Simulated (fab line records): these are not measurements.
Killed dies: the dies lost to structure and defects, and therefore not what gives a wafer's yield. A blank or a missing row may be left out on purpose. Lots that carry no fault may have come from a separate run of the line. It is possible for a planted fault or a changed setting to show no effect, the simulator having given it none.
Split-lot study || flow n5_finfet || on a route of 1938 steps: 7 lots, 21 wafers read

THE SPLIT ITSELF
At N5_BEOL_M11_ETCH_66 (etches SOC in N2/H2, target depth 120 nm, overetch 24 nm, time 180 s), the setting time_s was moved away from the recipe's 180 s on 4 of the 21 wafers read, by -17.2% to +22.2%. All remaining wafers had this setting at the recipe value.

The reading comes from the split's own step.

THE READING
SiARC_of_BEOL_M11_COAT_64.thk_nm (the simulator's own value, which no gauge read), in nm, at N5_BEOL_M11_ETCH_66 (etches SOC in N2/H2, target depth 120 nm, overetch 24 nm, time 180 s). No usual value for it is given in the file. Across the 17 wafers here that went through the recipe, the average is 22.7 nm and the standard deviation 0.32 nm.

{"wafer": "L074.1", "tool, chamber at the split": "rie_diel-01, 1", "time_s as run, s": 180, "against the recipe": "recipe", "SiARC_of_BEOL_M11_COAT_64.thk_nm, nm": 23.2, "against lot-mates on the recipe": "-"}
{"wafer": "L074.4", "tool, chamber at the split": "rie_diel-01, 0", "time_s as run, s": 180, "against the recipe": "recipe", "SiARC_of_BEOL_M11_COAT_64.thk_nm, nm": 22.8, "against lot-mates on the recipe": "-"}
{"wafer": "L074.6", "tool, chamber at the split": "rie_diel-01, 0", "time_s as run, s": 149.1, "against the recipe": "-17.2%", "SiARC_of_BEOL_M11_COAT_64.thk_nm, nm": 24.2, "against lot-mates on the recipe": "+1.2"}
{"wafer": "L077.1", "tool, chamber at the split": "rie_diel-06, 0", "time_s as run, s": 180, "against the recipe": "recipe", "SiARC_of_BEOL_M11_COAT_64.thk_nm, nm": 23, "against lot-mates on the recipe": "-"}
{"wafer": "L077.5", "tool, chamber at the split": "rie_diel-06, 0", "time_s as run, s": 180, "against the recipe": "recipe", "SiARC_of_BEOL_M11_COAT_64.thk_nm, nm": 23, "against lot-mates on the recipe": "-"}
{"wafer": "L077.3", "tool, chamber at the split": "rie_diel-06, 3", "time_s as run, s": 180, "against the recipe": "recipe", "SiARC_of_BEOL_M11_COAT_64.thk_nm, nm": 22.8, "against lot-mates on the recipe": "-"}
{"wafer": "L079.1", "tool, chamber at the split": "rie_diel-06, 3", "time_s as run, s": 180, "against the recipe": "recipe", "SiARC_of_BEOL_M11_COAT_64.thk_nm, nm": 23, "against lot-mates on the recipe": "-"}
{"wafer": "L079.3", "tool, chamber at the split": "rie_diel-06, 2", "time_s as run, s": 197.8, "against the recipe": "+9.9%", "SiARC_of_BEOL_M11_COAT_64.thk_nm, nm": 21.8, "against lot-mates on the recipe": -1.1}
{"wafer": "L079.4", "tool, chamber at the split": "rie_diel-06, 3", "time_s as run, s": 180, "against the recipe": "recipe", "SiARC_of_BEOL_M11_COAT_64.thk_nm, nm": 22.8, "against lot-mates on the recipe": "-"}
{"wafer": "L081.1", "tool, chamber at the split": "rie_diel-06, 0", "time_s as run, s": 180, "against the recipe": "recipe", "SiARC_of_BEOL_M11_COAT_64.thk_nm, nm": 23, "against lot-mates on the recipe": "-"}
{"wafer": "L081.3", "tool, chamber at the split": "rie_diel-06, 2", "time_s as run, s": 180, "against the recipe": "recipe", "SiARC_of_BEOL_M11_COAT_64.thk_nm, nm": 22.2, "against lot-mates on the recipe": "-"}
{"wafer": "L081.6", "tool, chamber at the split": "rie_diel-06, 3", "time_s as run, s": 180, "against the recipe": "recipe", "SiARC_of_BEOL_M11_COAT_64.thk_nm, nm": 22.8, "against lot-mates on the recipe": "-"}
{"wafer": "L087.1", "tool, chamber at the split": "rie_diel-01, 3", "time_s as run, s": 180, "against the recipe": "recipe", "SiARC_of_BEOL_M11_COAT_64.thk_nm, nm": 22.4, "against lot-mates on the recipe": "-"}
{"wafer": "L087.2", "tool, chamber at the split": "rie_diel-01, 2", "time_s as run, s": 180, "against the recipe": "recipe", "SiARC_of_BEOL_M11_COAT_64.thk_nm, nm": 22.2, "against lot-mates on the recipe": "-"}
{"wafer": "L087.3", "tool, chamber at the split": "rie_diel-01, 0", "time_s as run, s": 220, "against the recipe": "+22.2%", "SiARC_of_BEOL_M11_COAT_64.thk_nm, nm": 21.2, "against lot-mates on the recipe": -1.1}
{"wafer": "L088.2", "tool, chamber at the split": "rie_diel-06, 0", "time_s as run, s": 180, "against the recipe": "recipe", "SiARC_of_BEOL_M11_COAT_64.thk_nm, nm": 22.8, "against lot-mates on the recipe": "-"}
{"wafer": "L088.6", "tool, chamber at the split": "rie_diel-06, 0", "time_s as run, s": 180, "against the recipe": "recipe", "SiARC_of_BEOL_M11_COAT_64.thk_nm, nm": 22.8, "against lot-mates on the recipe": "-"}
{"wafer": "L088.3", "tool, chamber at the split": "rie_diel-06, 1", "time_s as run, s": 180, "against the recipe": "recipe", "SiARC_of_BEOL_M11_COAT_64.thk_nm, nm": 22.4, "against lot-mates on the recipe": "-"}
{"wafer": "L092.1", "tool, chamber at the split": "rie_diel-01, 3", "time_s as run, s": 180, "against the recipe": "recipe", "SiARC_of_BEOL_M11_COAT_64.thk_nm, nm": 22.4, "against lot-mates on the recipe": "-"}
{"wafer": "L092.5", "tool, chamber at the split": "rie_diel-01, 3", "time_s as run, s": 163, "against the recipe": "-9.4%", "SiARC_of_BEOL_M11_COAT_64.thk_nm, nm": 23.2, "against lot-mates on the recipe": "+0.9"}
{"wafer": "L092.6", "tool, chamber at the split": "rie_diel-01, 2", "time_s as run, s": 180, "against the recipe": "recipe", "SiARC_of_BEOL_M11_COAT_64.thk_nm, nm": 22.2, "against lot-mates on the recipe": "-"}

THE FIT
A straight line over all 21 wafers: SiARC_of_BEOL_M11_COAT_64.thk_nm changes by -0.0745 nm for each +1% of time_s; r = -0.86; the points scatter about the line by 0.31 nm.
The same after taking each lot's own level away (the mean of its wafers on the recipe; 21 wafers): -0.0661 nm for each +1%; r = -0.90; scatter 0.23 nm.
On that fit, the largest move of time_s shifts the reading by 1.5 nm.
From 22.30 to 23.00 nm: that is the span of the lots' own levels, equal to 2.2 times the standard deviation above.
In other words, the slope is changed by the lot-to-lot level; the two fits disagree.
Check: for one of the wafers moved furthest among these (+22.2%), held out of the fit, the line's prediction against its lot-mates is -1.88 nm. Against them it came out at -1.1 nm.

ADDITIONAL SPLITS CARRIED BY THESE WAFERS
Before the reading, these wafers also passed through other splits. Each is held against what the fit with the lots' levels taken away leaves over:
{"other split on the same wafers": "N5_BEOL_M11_EXPOSE_08 dose_mj", "wafers away from the commonest value": 5, "r with SiARC_of_BEOL_M11_COAT_64.thk_nm (lot level and that fit taken away)": "+0.32"}

THE FILE'S OWN FIT
SiARC_of_BEOL_M11_COAT_64.thk_nm changes by -0.066 nm for each +1% of time_s, r = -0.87.
